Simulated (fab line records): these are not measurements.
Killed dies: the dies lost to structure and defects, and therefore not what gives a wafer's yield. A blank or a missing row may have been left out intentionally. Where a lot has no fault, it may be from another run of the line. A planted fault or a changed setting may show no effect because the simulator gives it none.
Matching of chambers / flow nand-harc / 4 sister chambers for NHARC_A_STAIRCASE_ETCH_271 on rie-diel-06
The step etches the open film in CF4/CHF3. 8 wafers are shown with their chamber, then 7 later ones without.

== WAFERS WITH THEIR CHAMBER ==
wafer=L617.2; chamber=3; drypump-motor-current-A (A)=5.3; showerhead-plenum-p-Torr (Torr)=1.57
wafer=L620.3; chamber=2; drypump-motor-current-A (A)=6.3; showerhead-plenum-p-Torr (Torr)=1.58
wafer=L622.5; chamber=3; drypump-motor-current-A (A)=5.3; showerhead-plenum-p-Torr (Torr)=1.57
wafer=L624.2; chamber=0; drypump-motor-current-A (A)=5.3; showerhead-plenum-p-Torr (Torr)=1.51
wafer=L624.3; chamber=2; drypump-motor-current-A (A)=6.2; showerhead-plenum-p-Torr (Torr)=1.58
wafer=L624.6; chamber=1; drypump-motor-current-A (A)=5.6; showerhead-plenum-p-Torr (Torr)=1.46
wafer=L634.1; chamber=1; drypump-motor-current-A (A)=5.6; showerhead-plenum-p-Torr (Torr)=1.69
wafer=L634.5; chamber=0; drypump-motor-current-A (A)=5.2; showerhead-plenum-p-Torr (Torr)=1.50

== WAFERS MISSING THEIR CHAMBER ==
wafer=L634.6; drypump-motor-current-A (A)=5.5; showerhead-plenum-p-Torr (Torr)=1.69
wafer=L637.2; drypump-motor-current-A (A)=5.6; showerhead-plenum-p-Torr (Torr)=1.69
wafer=L637.3; drypump-motor-current-A (A)=5.3; showerhead-plenum-p-Torr (Torr)=1.55
wafer=L637.4; drypump-motor-current-A (A)=5.2; showerhead-plenum-p-Torr (Torr)=1.50
wafer=L636.2; drypump-motor-current-A (A)=5.3; showerhead-plenum-p-Torr (Torr)=1.50
wafer=L636.4; drypump-motor-current-A (A)=5.3; showerhead-plenum-p-Torr (Torr)=1.55
wafer=L636.5; drypump-motor-current-A (A)=5.6; showerhead-plenum-p-Torr (Torr)=1.69

== THE CHAMBER EACH PASSED THROUGH ==
wafer=L634.6; from the rows above=can't be placed: 1 or 3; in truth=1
wafer=L637.2; from the rows above=1; in truth=1
wafer=L637.3; from the rows above=can't be placed: 3 or 0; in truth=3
wafer=L637.4; from the rows above=can't be placed: 0 or 3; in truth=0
wafer=L636.2; from the rows above=can't be placed: 3 or 0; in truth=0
wafer=L636.4; from the rows above=can't be placed: 3 or 0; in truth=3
wafer=L636.5; from the rows above=1; in truth=1
Placed correctly: 2 of 7. Can't be placed from these rows: 5 (the true chamber is among the candidates in 5). Number placed wrongly: 0.
How it was worked out, from the rows above alone: a wafer's distance from a chamber is the root of the sum, over the readings, of the square of ((its reading less the chamber's mean) divided by the reading's scatter). The wafer belongs to the nearest chamber; if the next one is less than 2 further off, it can't be placed. A chamber's mean is the mean of its shown wafers. The scatter: take each reading less its chamber's mean, square it, sum over the shown wafers, divide by the number of wafers less the number of chambers, and take the root.
